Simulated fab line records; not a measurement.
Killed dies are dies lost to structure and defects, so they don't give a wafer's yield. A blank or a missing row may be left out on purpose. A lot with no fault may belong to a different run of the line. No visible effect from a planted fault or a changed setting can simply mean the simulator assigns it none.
Chamber matching :: flow nand_harc :: 3 sister chambers for NHARC_A_CHANNEL_HOLE_D2_DEP_01 on pecvd-04
The step deposits SiON, target thk 140 nm. 20 wafers are shown with their chamber, then 10 later ones without.

== WAFERS, EACH WITH ITS CHAMBER ==
wafer: L076.1
chamber: 0
heater_power_w (W): 837
chamber_pressure_Torr (Torr): 3.505

wafer: L076.4
chamber: 1
heater_power_w (W): 683
chamber_pressure_Torr (Torr): 3.507

wafer: L076.6
chamber: 2
heater_power_w (W): 956
chamber_pressure_Torr (Torr): 3.498

wafer: L078.1
chamber: 1
heater_power_w (W): 697
chamber_pressure_Torr (Torr): 3.504

wafer: L078.2
chamber: 2
heater_power_w (W): 913
chamber_pressure_Torr (Torr): 3.504

wafer: L078.5
chamber: 1
heater_power_w (W): 705
chamber_pressure_Torr (Torr): 3.506

wafer: L079.2
chamber: 2
heater_power_w (W): 884
chamber_pressure_Torr (Torr): 3.503

wafer: L079.3
chamber: 1
heater_power_w (W): 573
chamber_pressure_Torr (Torr): 3.503

wafer: L079.6
chamber: 0
heater_power_w (W): 872
chamber_pressure_Torr (Torr): 3.511

wafer: L080.1
chamber: 1
heater_power_w (W): 681
chamber_pressure_Torr (Torr): 3.503

wafer: L080.4
chamber: 0
heater_power_w (W): 871
chamber_pressure_Torr (Torr): 3.503

wafer: L080.6
chamber: 1
heater_power_w (W): 682
chamber_pressure_Torr (Torr): 3.500

wafer: L082.1
chamber: 0
heater_power_w (W): 779
chamber_pressure_Torr (Torr): 3.502

wafer: L082.2
chamber: 1
heater_power_w (W): 670
chamber_pressure_Torr (Torr): 3.506

wafer: L082.4
chamber: 0
heater_power_w (W): 805
chamber_pressure_Torr (Torr): 3.498

wafer: L083.2
chamber: 1
heater_power_w (W): 653
chamber_pressure_Torr (Torr): 3.484

wafer: L083.3
chamber: 2
heater_power_w (W): 933
chamber_pressure_Torr (Torr): 3.490

wafer: L083.5
chamber: 1
heater_power_w (W): 664
chamber_pressure_Torr (Torr): 3.506

wafer: L088.2
chamber: 2
heater_power_w (W): 993
chamber_pressure_Torr (Torr): 3.501

wafer: L088.3
chamber: 0
heater_power_w (W): 839
chamber_pressure_Torr (Torr): 3.505

SIGNATURES, as means of the wafers listed above
reading: heater_power_w
chamber 0: 833.83
chamber 1: 667.56
chamber 2: 935.80
scatter within a chamber: 38.9

reading: chamber_pressure_Torr
chamber 0: 3.50400
chamber 1: 3.50211
chamber 2: 3.49920
scatter within a chamber: 0.00607
Rule: for each reading, subtract the chamber's mean from the wafer's reading, divide by that reading's scatter and square the result; add these up over the readings and take the root, which gives the wafer's distance from the chamber. If the next closest chamber is less than 2 further off than the closest, the wafer can't be placed; otherwise it belongs to the closest. How the scatter is found: for the shown wafers, subtract from each reading the mean of its chamber, square and add these, divide the total by (wafers less chambers), then take the root.

== WAFERS WITHOUT THEIR CHAMBER ==
wafer: L088.6
heater_power_w (W): 817
chamber_pressure_Torr (Torr): 3.512

wafer: L093.1
heater_power_w (W): 860
chamber_pressure_Torr (Torr): 3.511

wafer: L093.5
heater_power_w (W): 934
chamber_pressure_Torr (Torr): 3.506

wafer: L093.6
heater_power_w (W): 862
chamber_pressure_Torr (Torr): 3.509

wafer: L094.2
heater_power_w (W): 598
chamber_pressure_Torr (Torr): 3.501

wafer: L094.3
heater_power_w (W): 907
chamber_pressure_Torr (Torr): 3.504

wafer: L094.5
heater_power_w (W): 875
chamber_pressure_Torr (Torr): 3.502

wafer: L095.3
heater_power_w (W): 643
chamber_pressure_Torr (Torr): 3.497

wafer: L095.4
heater_power_w (W): 874
chamber_pressure_Torr (Torr): 3.488

wafer: L095.5
heater_power_w (W): 775
chamber_pressure_Torr (Torr): 3.504

== WHICH CHAMBER EACH WENT THROUGH ==
wafer: L088.6
from the rows above: 0
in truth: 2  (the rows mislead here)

wafer: L093.1
from the rows above: can't be placed: 0 or 2
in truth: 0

wafer: L093.5
from the rows above: can't be placed: 2 or 0
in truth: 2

wafer: L093.6
from the rows above: can't be placed: 0 or 2
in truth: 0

wafer: L094.2
from the rows above: 1
in truth: 1

wafer: L094.3
from the rows above: can't be placed: 2 or 0
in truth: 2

wafer: L094.5
from the rows above: can't be placed: 0 or 2
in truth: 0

wafer: L095.3
from the rows above: 1
in truth: 1

wafer: L095.4
from the rows above: can't be placed: 2 or 0
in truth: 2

wafer: L095.5
from the rows above: can't be placed: 0 or 1
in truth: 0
2 of 10 placed correctly. Unplaceable from these rows: 7, with the true chamber sitting among the candidates in 7. 1 placed wrongly.
